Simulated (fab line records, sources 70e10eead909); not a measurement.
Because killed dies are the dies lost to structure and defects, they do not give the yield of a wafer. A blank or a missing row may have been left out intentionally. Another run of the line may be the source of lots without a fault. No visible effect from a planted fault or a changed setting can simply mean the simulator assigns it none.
Chamber matching / flow nandHarc / NHARC_A_DECK1_JOINT_ETCHBACK_00 on rieSi-03 has 4 sister chambers
The step etches the open film in HBr, target depth 30 nm, time 17.4 s. 4 wafers are shown with their chamber, then 9 later ones without.

## WAFERS, EACH WITH ITS CHAMBER
wafer=L087.1; chamber=0; drypumpMotorCurrentA (A)=6.6
wafer=L088.2; chamber=1; drypumpMotorCurrentA (A)=5.3
wafer=L088.3; chamber=2; drypumpMotorCurrentA (A)=6.1
wafer=L088.5; chamber=3; drypumpMotorCurrentA (A)=6.3

## WAFERS WITH NO CHAMBER GIVEN
wafer=L091.1; drypumpMotorCurrentA (A)=6.0
wafer=L091.2; drypumpMotorCurrentA (A)=5.3
wafer=L091.6; drypumpMotorCurrentA (A)=6.3
wafer=L092.2; drypumpMotorCurrentA (A)=6.3
wafer=L092.5; drypumpMotorCurrentA (A)=5.3
wafer=L092.6; drypumpMotorCurrentA (A)=6.6
wafer=L094.1; drypumpMotorCurrentA (A)=5.3
wafer=L094.3; drypumpMotorCurrentA (A)=6.1
wafer=L094.4; drypumpMotorCurrentA (A)=6.3

## WHICH CHAMBER EACH ONE RAN IN
wafer=L091.1; from the rows above=2; in truth=2
wafer=L091.2; from the rows above=1; in truth=1
wafer=L091.6; from the rows above=3; in truth=3
wafer=L092.2; from the rows above=3; in truth=3
wafer=L092.5; from the rows above=1; in truth=1
wafer=L092.6; from the rows above=0; in truth=0
wafer=L094.1; from the rows above=1; in truth=1
wafer=L094.3; from the rows above=2; in truth=2
wafer=L094.4; from the rows above=3; in truth=3
Correctly placed: 9 of 9. Number that these rows cannot place: 0. 0 placed wrongly.
How it was worked out, from the rows above alone: a wafer's distance from a chamber is the root of the sum, over the readings, of the square of ((its reading less the chamber's mean) divided by the reading's scatter). The wafer belongs to the nearest chamber; if the next one is less than 2 further off, it can't be placed. A chamber's mean is the mean of its shown wafers. The scatter (one wafer shown for each chamber): square how far every hidden wafer sits from the nearest shown wafer, average those squares and take the square root.
